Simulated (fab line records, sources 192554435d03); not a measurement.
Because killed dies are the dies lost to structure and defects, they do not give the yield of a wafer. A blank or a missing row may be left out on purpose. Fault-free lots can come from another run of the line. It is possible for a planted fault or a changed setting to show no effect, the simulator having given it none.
Comparing a struck lot with a sound one + flow n5Finfet + 38 steps out of a route of 1938
Sound: these wafers, L473.2, L473.4, L473.5. Struck: wafer L483.2 (left out: L483.5, a lot-mate that was not struck); the cause follows at the end.
Per side, at each step with rows, come the tool, then ch with its chambers, and then its first start. Under that, the readings that differ: sound wafers + struck wafers + difference of the means + sigmas: that difference in standard deviations of wafers without a fault.
alike: readings whose means differ by less than 2 such deviations, and words and numbers that are the same on both sides. not compared: withheld readings, readings that some wafer has no value for, bounds like >300 that may hide the same value, and numbers for which the record gives no deviation and whose values overlap.
The two part at a step that has a row with sigmas, a row that says differs or no value, or rows on one side only. When numbers do not overlap yet have no deviation, they are printed without sigmas and do not part them. A reading missing from all wafers of one side parts the sides only when that side holds two or more wafers.

first, 9 steps without rows for these wafers: N5_BEOL_M2_COAT_05 (resist thk 30 nm); N5_BEOL_M2_EBR_07; N5_BEOL_M2_SOFTBAKE_06 (time 60 s); N5_BEOL_M2_EXPOSE_08 (exposes mask M2); N5_BEOL_M2_PEB_09 (peb time 60 s); N5_BEOL_M2_DEVELOP_10 (develop time 30 s); N5_BEOL_M2_DESCUM_16 (chemistry O2, time 7 s); N5_BEOL_M2_ETCH_74 (etches underlayer in N2/H2, target depth 6.5 nm, time 5.2 s); N5_BEOL_M2_ETCH_63 (etches SiARC in CF4, target depth 15.6 nm, time 26 s).
N5_BEOL_M2_ETCH_64: etches SOC in N2/H2, target depth 75 nm, overetch 22.5 nm, time 121.9 s.
  sound on rieDiel-06 ch 1,2,3, day 8 00:13; struck on rieDiel-06 ch 2, day 10 15:05
| reading                                   | sound       | struck | difference | sigmas |
|-------------------------------------------|-------------|--------|------------|--------|
| model.SiARC_of_BEOL_M2_COAT_62.thkNm (nm) | 6.4 6.2 6.4 | 4.8    | -1.5       |        |
| model.BEOL_M2.cdOffsetNm (nm)             | 0.4 0.2 0.4 | 0.6    | +0.3       |        |
  alike: drypumpMotorCurrentA, oesProductAu, rfVppV, showerheadPlenumPTorr, throttleValvePct
  not compared: rfHoursCounterH
then, 3 steps without rows for these wafers: N5_BEOL_M2_STRIP_65 (strips in N2/H2); N5_BEOL_M2_STRIP_75 (strips in N2/H2); N5_BEOL_M2_STRIP_66 (strips in CF4).
N5_BEOL_M2_HM_OPEN_17: chemistry Cl2/BCl3, target TiN, target depth 20 nm, overetch 6 nm.
  sound on rieMetal-01 ch 0,1, day 8 00:23; struck on rieMetal-01 ch 0, day 10 15:16
| reading                       | sound          | struck | difference | sigmas |
|-------------------------------|----------------|--------|------------|--------|
| model.etch.depthNm (nm)       | 20 20.05 20.04 | 16.79  | -3.24      |        |
| model.BEOL_M2.cdOffsetNm (nm) | 0.4 0.2 0.4    | 0.6    | +0.3       |        |
  alike: drypumpMotorCurrentA, oesProductAu, throttleValvePct
  not compared: rfHoursCounterH
then, 21 steps without rows for these wafers: N5_BEOL_M2_STRIP_19 (strips in O2); N5_BEOL_M2_COAT_67 (time 60 s, resist thk 60 nm); N5_BEOL_M2_COAT_68 (time 60 s, resist thk 12 nm); N5_BEOL_M2_COAT_76 (time 60 s, resist thk 5 nm); N5_BEOL_M2_COAT_22 (resist thk 30 nm); N5_BEOL_M2_EBR_24; N5_BEOL_M2_SOFTBAKE_23 (time 60 s); N5_BEOL_M2_EXPOSE_25 (exposes mask V1, defocus 5 nm); N5_BEOL_M2_PEB_26 (peb time 60 s); N5_BEOL_M2_DEVELOP_27 (develop time 30 s); N5_BEOL_M2_DESCUM_33 (chemistry O2, time 7 s); N5_BEOL_M2_ETCH_77 (etches underlayer in N2/H2, target depth 6.5 nm, time 5.2 s); N5_BEOL_M2_ETCH_69 (etches SiARC in CF4, target depth 15.6 nm, time 26 s); N5_BEOL_M2_ALD_98 (deposits SiO2, target thk 2.5 nm, pulse time 1 s, co reactant pulse time 1 s); N5_BEOL_M2_ETCHBACK_99 (etches SiO2 in CHF3, target depth 5 nm, time 10.4 s); N5_BEOL_M2_ETCH_70 (etches SOC in N2/H2, target depth 80 nm, overetch 24 nm, time 130 s); N5_BEOL_M2_STRIP_71 (strips in N2/H2); N5_BEOL_M2_STRIP_78 (strips in N2/H2); N5_BEOL_M2_VIA_ETCH_34 (etches the open film in C4F6/O2, target depth 69.4 nm, time 65.9 s); N5_BEOL_M2_STRIP_83 (strips in C4F6/O2); N5_BEOL_M2_STRIP_36 (strips in N2/H2).
N5_BEOL_M2_CD_MEAS_35: target cd 18 nm, target cd y 22.2 nm.
  sound on cdSem-02, day 8 02:04; struck on cdSem-02, day 10 17:41
| reading   | sound             | struck | difference | sigmas |
|-----------|-------------------|--------|------------|--------|
| cdNm (nm) | 18.03 18.39 18.33 | 18.99  | +0.74      | +3     |
N5_BEOL_M4_RC_MEAS_101:
  sound on prober-01 ch 0, day 9 09:42; struck on prober-01 ch 0, day 11 15:47
| reading       | sound          | struck | difference | sigmas |
|---------------|----------------|--------|------------|--------|
| DIBL_N (mV/V) | 38.3 37.3 37.6 | 35.6   | -2.1       | -2     |
| DIBL_P (mV/V) | 36.8 36.1 37.2 | 33.8   | -2.9       | -2     |
  alike: IOFF_N, IOFF_P, ION_N, ION_P, SS_N, SS_P, VT_N, VT_P
-- here the record skips 4 days between the struck wafers' starts before and after, leaving off in module BEOL_M4 and picking up in module PASSIVATION (first step shown: number 1936 of the route) --
N5_PASSIVATION_PROBE_49:
  sound on prober-02, day 13 15:37; struck on prober-02, day 15 15:59
| reading               | sound   | struck | difference | sigmas |
|-----------------------|---------|--------|------------|--------|
| killed_at_M4_up       | 21 14   | 8      | -10        | -2     |
| sort_bin_6_memory (%) | 4.4 4.0 | 2.7    | -1.5       | -2     |
  alike: defectLimitedYield, killed_at_M0_to_M3, killedAtContacts, killedAtFrontEnd, killedAtOther, killedDies, killedOnRim, killedOpen, killedShort, sort_bin_5_function, sortNPass, sortYieldPct

WHERE THEY PART
Last at N5_PASSIVATION_PROBE_49 as far as this record goes, first at N5_BEOL_M2_CD_MEAS_35.

WHY: what had been put in by the simulator
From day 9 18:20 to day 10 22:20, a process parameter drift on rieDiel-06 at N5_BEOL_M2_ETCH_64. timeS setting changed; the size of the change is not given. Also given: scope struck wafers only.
